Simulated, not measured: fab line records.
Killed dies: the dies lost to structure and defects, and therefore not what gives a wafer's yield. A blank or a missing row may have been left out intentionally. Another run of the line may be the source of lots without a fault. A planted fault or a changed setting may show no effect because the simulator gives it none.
Matching of chambers | flow n5Finfet | 3 sister chambers for N5_BEOL_M4_PRE_CLEAN_60 on cvdCo-02
The step time 15 s. 51 wafers are shown with their chamber, then 12 later ones without.

## WAFERS, EACH WITH ITS CHAMBER
wafer  | chamber | heaterPowerOuterW (W) | heaterPowerW (W)
L074.1 | 1       | 8                     | 69
L074.4 | 2       | 2                     | 53
L074.6 | 1       | 8                     | 68
L076.2 | 0       | 33                    | 113
L076.3 | 1       | 8                     | 67
L076.5 | 2       | 2                     | 51
L075.1 | 0       | 33                    | 109
L075.4 | 2       | 2                     | 52
L075.5 | 0       | 34                    | 112
L079.4 | 1       | 8                     | 67
L079.5 | 2       | 2                     | 52
L079.6 | 0       | 34                    | 113
L081.1 | 0       | 32                    | 113
L081.4 | 2       | 2                     | 51
L081.5 | 0       | 33                    | 111
L080.2 | 1       | 8                     | 66
L080.3 | 0       | 34                    | 110
L080.6 | 2       | 2                     | 52
L083.1 | 2       | 3                     | 52
L083.4 | 2       | 2                     | 52
L083.6 | 0       | 33                    | 112
L082.1 | 1       | 8                     | 68
L082.5 | 1       | 8                     | 67
L082.6 | 0       | 33                    | 112
L084.2 | 0       | 34                    | 117
L084.3 | 2       | 2                     | 52
L084.5 | 2       | 2                     | 51
L085.3 | 2       | 2                     | 52
L085.4 | 0       | 33                    | 113
L085.5 | 2       | 3                     | 53
L086.1 | 0       | 34                    | 111
L086.4 | 2       | 3                     | 53
L086.5 | 1       | 8                     | 67
L087.4 | 1       | 8                     | 66
L087.5 | 0       | 33                    | 111
L087.6 | 1       | 8                     | 66
L089.3 | 1       | 8                     | 67
L089.4 | 0       | 33                    | 113
L089.6 | 0       | 33                    | 111
L088.1 | 2       | 2                     | 52
L088.4 | 1       | 8                     | 68
L088.6 | 2       | 3                     | 53
L090.1 | 1       | 8                     | 68
L090.5 | 0       | 33                    | 111
L090.6 | 1       | 8                     | 70
L091.2 | 2       | 3                     | 52
L091.3 | 1       | 8                     | 68
L091.4 | 2       | 3                     | 52
L092.2 | 2       | 3                     | 53
L092.4 | 0       | 33                    | 111
L092.5 | 1       | 8                     | 66

SIGNATURES (means of the wafers above)
reading           | chamber 0 | chamber 1 | chamber 2 | scatter within a chamber
heaterPowerOuterW | 33.24     | 8.00      | 2.39      | 0.441
heaterPowerW      | 111.94    | 67.38     | 52.11     | 1.26
Rule: for a wafer and a chamber, the distance is found by dividing, reading by reading, the gap between the wafer's reading and the chamber's mean by the reading's scatter, squaring, summing and taking the root. If the next closest chamber is less than 2 further off than the closest, the wafer can't be placed; otherwise it belongs to the closest. The scatter is the square root of a quotient: the sum, over the shown wafers, of each reading's squared deviation from its chamber's mean, divided by wafers minus chambers.

## WAFERS MISSING THEIR CHAMBER
wafer  | heaterPowerOuterW (W) | heaterPowerW (W)
L093.2 | 3                     | 51
L093.3 | 33                    | 116
L093.4 | 34                    | 114
L094.2 | 8                     | 66
L094.4 | 3                     | 52
L094.5 | 8                     | 69
L095.1 | 3                     | 53
L095.3 | 3                     | 52
L095.6 | 33                    | 111
L096.2 | 34                    | 113
L096.4 | 3                     | 52
L096.6 | 35                    | 112

## EACH ONE'S CHAMBER
wafer  | from the rows above | in truth
L093.2 | 2                   | 2
L093.3 | 0                   | 0
L093.4 | 0                   | 0
L094.2 | 1                   | 1
L094.4 | 2                   | 2
L094.5 | 1                   | 1
L095.1 | 2                   | 2
L095.3 | 2                   | 2
L095.6 | 0                   | 0
L096.2 | 0                   | 0
L096.4 | 2                   | 2
L096.6 | 0                   | 0
12 of 12 placed correctly. Left unplaced by these rows: 0. Number placed wrongly: 0.
